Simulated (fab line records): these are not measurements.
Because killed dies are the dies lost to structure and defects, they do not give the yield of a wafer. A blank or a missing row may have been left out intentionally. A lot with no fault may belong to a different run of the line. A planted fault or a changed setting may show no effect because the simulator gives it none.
The tool behind it: which one? -- flow n5 finfet -- 9 lots, 25 wafers sampled, at 3 steps of a route of 1938

## WHAT THE GAUGES SHOWED, per wafer
N5_ILD0_THK_MEAS_04.
lot,measured,on,thk nm (nm)
L487,day 3 22:14,film metro-01,197.6 198.5 198.4
L497,day 6 10:19,film metro-02,197.1 197.0
L498,day 6 14:34,film metro-02,199.2 198.9
L501,day 7 07:25,film metro-01,198.1 197.9 198.6
L505,day 8 11:26,film metro-01,197.9 197.2 198.4
L506,day 8 18:36,film metro-01,198.0 197.7 195.9
L507,day 8 20:39,film metro-02,198.4 197.3 197.6
L508,day 9 12:43,film metro-02,197.6 196.1 196.2
L509,day 9 15:21,film metro-01,198.1 197.0 197.2

## WHAT TOOL EACH LOT RAN ON (gives the tool, then ch and the chambers of the sampled wafers, and finally the start)
lot,N5_SD_EPI_P_ETCH_36,N5_SD_EPI_P_ETCH_47
L487,"rie diel-03 ch 1,2, day 3 15:06","rie diel-03 ch 1,2, day 3 15:35"
L497,"rie diel-01 ch 1,3, day 6 03:12","rie diel-01 ch 1,3, day 6 03:42"
L498,"rie diel-03 ch 2,3, day 6 06:35","rie diel-03 ch 2,3, day 6 07:04"
L501,"rie diel-01 ch 1,2,3, day 6 23:05","rie diel-01 ch 1,2,3, day 6 23:34"
L505,"rie diel-01 ch 0,2, day 8 03:22","rie diel-01 ch 0,2, day 8 03:51"
L506,"rie diel-03 ch 0,1,2, day 8 10:59","rie diel-03 ch 0,1,2, day 8 11:28"
L507,"rie diel-04 ch 2,3, day 8 12:17","rie diel-04 ch 2,3, day 8 12:46"
L508,"rie diel-04 ch 0,1, day 9 04:38","rie diel-04 ch 0,1, day 9 05:07"
L509,"rie diel-04 ch 0,1,2, day 9 07:13","rie diel-04 ch 0,1,2, day 9 07:41"
- N5_SD_EPI_P_ETCH_36: etches SiARC in CF4, target depth 45.5 nm, time 75.8 s.
- N5_SD_EPI_P_ETCH_47: etches SiOCN in CH3F/O2, target depth 25 nm.

## THE ANSWER, worked out from the rows above alone
Rule: usual is defined by the lots themselves. Put in order of their means at a reading, lots are off if they are a third of the lots or fewer, leave a main group of 4 or more, and stand apart from it by a gap of 3 or more times the standard deviation of the main group's means; of several such gaps the widest counts. If all means in a main group match to the digits the tables above print for the reading, that group is not used. Also off: a lot with no number at a reading for which 4 or more lots have one. Where the step has rows for the other lots, those lots are counted as sound.
Nothing can be told from this: no lot is off at any reading shown.

## WHAT THE SIMULATOR HAD INSERTED
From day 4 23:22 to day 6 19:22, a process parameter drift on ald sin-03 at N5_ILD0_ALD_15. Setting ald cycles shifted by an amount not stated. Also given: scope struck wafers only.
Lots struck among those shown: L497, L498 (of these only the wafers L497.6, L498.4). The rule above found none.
